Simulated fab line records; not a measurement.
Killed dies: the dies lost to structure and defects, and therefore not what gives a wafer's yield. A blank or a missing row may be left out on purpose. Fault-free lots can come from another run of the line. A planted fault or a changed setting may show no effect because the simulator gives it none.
Split-lot study / flow n5Finfet / 21 wafers read from 7 lots, route of 1938 steps

== ABOUT THE SPLIT ==
At N5_SDB_ETCH_18 (etches SOC in N2/H2, target depth 100 nm, overetch 20 nm, time 150 s), the setting timeS was moved away from the recipe's 150 s on 5 of the 21 wafers read, by -16.2% to +19.6%. For the rest of the wafers, this setting stayed at what the recipe calls for.

The reading comes from the split's own step.

== THE READING ==
SiARC_of_SDB_COAT_04.thkNm (the simulator's own value, which no gauge read), in nm, at N5_SDB_ETCH_18 (etches SOC in N2/H2, target depth 100 nm, overetch 20 nm, time 150 s). The file gives no usual value for it. Average 12.9 nm, standard deviation 0.12 nm, over the 16 wafers here run with the recipe.

wafer=L078.1; tool, chamber at the split=rieDiel-04, 2; timeS as run, s=150; against the recipe=recipe; SiARC_of_SDB_COAT_04.thkNm, nm=12.6; against lot-mates on the recipe=-
wafer=L078.4; tool, chamber at the split=rieDiel-04, 1; timeS as run, s=125.7; against the recipe=-16.2%; SiARC_of_SDB_COAT_04.thkNm, nm=13.8; against lot-mates on the recipe=+1.0
wafer=L078.5; tool, chamber at the split=rieDiel-04, 1; timeS as run, s=150; against the recipe=recipe; SiARC_of_SDB_COAT_04.thkNm, nm=13; against lot-mates on the recipe=-
wafer=L081.4; tool, chamber at the split=rieDiel-02, 1; timeS as run, s=150; against the recipe=recipe; SiARC_of_SDB_COAT_04.thkNm, nm=13; against lot-mates on the recipe=-
wafer=L081.5; tool, chamber at the split=rieDiel-02, 1; timeS as run, s=150; against the recipe=recipe; SiARC_of_SDB_COAT_04.thkNm, nm=13; against lot-mates on the recipe=-
wafer=L081.6; tool, chamber at the split=rieDiel-02, 2; timeS as run, s=138.8; against the recipe=-7.5%; SiARC_of_SDB_COAT_04.thkNm, nm=13.2; against lot-mates on the recipe=+0.2
wafer=L082.1; tool, chamber at the split=rieDiel-02, 0,3; timeS as run, s=150; against the recipe=recipe; SiARC_of_SDB_COAT_04.thkNm, nm=12.8; against lot-mates on the recipe=-
wafer=L082.2; tool, chamber at the split=rieDiel-02, 0,3; timeS as run, s=150; against the recipe=recipe; SiARC_of_SDB_COAT_04.thkNm, nm=12.8; against lot-mates on the recipe=-
wafer=L082.6; tool, chamber at the split=rieDiel-02, 2; timeS as run, s=150; against the recipe=recipe; SiARC_of_SDB_COAT_04.thkNm, nm=13; against lot-mates on the recipe=-
wafer=L085.2; tool, chamber at the split=rieDiel-05, 3; timeS as run, s=132.3; against the recipe=-11.8%; SiARC_of_SDB_COAT_04.thkNm, nm=13.6; against lot-mates on the recipe=+0.7
wafer=L085.5; tool, chamber at the split=rieDiel-05, 0; timeS as run, s=150; against the recipe=recipe; SiARC_of_SDB_COAT_04.thkNm, nm=12.8; against lot-mates on the recipe=-
wafer=L085.6; tool, chamber at the split=rieDiel-05, 1; timeS as run, s=150; against the recipe=recipe; SiARC_of_SDB_COAT_04.thkNm, nm=13; against lot-mates on the recipe=-
wafer=L090.1; tool, chamber at the split=rieDiel-04, 2,1; timeS as run, s=150; against the recipe=recipe; SiARC_of_SDB_COAT_04.thkNm, nm=12.8; against lot-mates on the recipe=-
wafer=L090.5; tool, chamber at the split=rieDiel-04, 2,1; timeS as run, s=150; against the recipe=recipe; SiARC_of_SDB_COAT_04.thkNm, nm=12.8; against lot-mates on the recipe=-
wafer=L090.3; tool, chamber at the split=rieDiel-04, 3; timeS as run, s=150; against the recipe=recipe; SiARC_of_SDB_COAT_04.thkNm, nm=13; against lot-mates on the recipe=-
wafer=L091.3; tool, chamber at the split=rieDiel-04, 3,0; timeS as run, s=150; against the recipe=recipe; SiARC_of_SDB_COAT_04.thkNm, nm=12.8; against lot-mates on the recipe=-
wafer=L091.6; tool, chamber at the split=rieDiel-04, 3,0; timeS as run, s=150; against the recipe=recipe; SiARC_of_SDB_COAT_04.thkNm, nm=12.8; against lot-mates on the recipe=-
wafer=L091.4; tool, chamber at the split=rieDiel-04, 2; timeS as run, s=179.4; against the recipe=+19.6%; SiARC_of_SDB_COAT_04.thkNm, nm=11.6; against lot-mates on the recipe=-1.2
wafer=L094.1; tool, chamber at the split=rieDiel-02, 0; timeS as run, s=178.7; against the recipe=+19.1%; SiARC_of_SDB_COAT_04.thkNm, nm=11.8; against lot-mates on the recipe=-1.1
wafer=L094.2; tool, chamber at the split=rieDiel-02, 1; timeS as run, s=150; against the recipe=recipe; SiARC_of_SDB_COAT_04.thkNm, nm=13; against lot-mates on the recipe=-
wafer=L094.4; tool, chamber at the split=rieDiel-02, 2; timeS as run, s=150; against the recipe=recipe; SiARC_of_SDB_COAT_04.thkNm, nm=12.8; against lot-mates on the recipe=-
If several chambers appear in one row, that row covers several wafers at once and the file leaves open which wafer was in which chamber.

THE FIT
A straight line over all 21 wafers: SiARC_of_SDB_COAT_04.thkNm changes by -0.0592 nm for each +1% of timeS; r = -0.97; the points scatter about the line by 0.12 nm.
The same after taking each lot's own level away (the mean of its wafers on the recipe; 21 wafers): -0.0584 nm for each +1%; r = -0.97; scatter 0.11 nm.
The reading moves by 1.1 nm for the largest change in timeS, on that fit.
The lots' own levels span 12.80 to 13.00 nm, that is 1.7 times the standard deviation above.
Consequently the slope shifts little with the lot-to-lot level, the two slopes agreeing.
Check: -1.13 nm against its lot-mates is what the line predicts for one of the wafers moved furthest among these (+19.6%) when that wafer is left out of the fit. Against them it came out at -1.2 nm.

== FURTHER SPLITS ON THESE WAFERS ==
Note: prior to the reading, these wafers also went through further splits. Each is held against what the fit with the lots' levels taken away leaves over:
other split on the same wafers=N5_ZERO_LAYER_COAT_05 spinRpm; wafers away from the commonest value=3; r with SiARC_of_SDB_COAT_04.thkNm (lot level and that fit taken away)=+0.07
other split on the same wafers=N5_ZERO_LAYER_PEB_09 pebTimeS; wafers away from the commonest value=as run: not given for these wafers; r with SiARC_of_SDB_COAT_04.thkNm (lot level and that fit taken away)=-
other split on the same wafers=N5_WELL_APT_EXPOSE_05 doseMj; wafers away from the commonest value=7; r with SiARC_of_SDB_COAT_04.thkNm (lot level and that fit taken away)=-0.46
other split on the same wafers=N5_WELL_APT_COAT_19 spinRpm; wafers away from the commonest value=8; r with SiARC_of_SDB_COAT_04.thkNm (lot level and that fit taken away)=-0.17
other split on the same wafers=N5_DUMMY_GATE_COAT_35 spinRpm; wafers away from the commonest value=6; r with SiARC_of_SDB_COAT_04.thkNm (lot level and that fit taken away)=+0.29
other split on the same wafers=N5_DUMMY_GATE_COAT_28 spinRpm; wafers away from the commonest value=8; r with SiARC_of_SDB_COAT_04.thkNm (lot level and that fit taken away)=+0.27
other split on the same wafers=N5_SD_EPI_P_EXPOSE_06 doseMj; wafers away from the commonest value=6; r with SiARC_of_SDB_COAT_04.thkNm (lot level and that fit taken away)=+0.24
other split on the same wafers=N5_SD_EPI_P_DEVELOP_08 developTimeS; wafers away from the commonest value=11; r with SiARC_of_SDB_COAT_04.thkNm (lot level and that fit taken away)=-0.04

== FILE'S OWN FIT ==
SiARC_of_SDB_COAT_04.thkNm changes by -0.0584 nm for each +1% of timeS, r = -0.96.
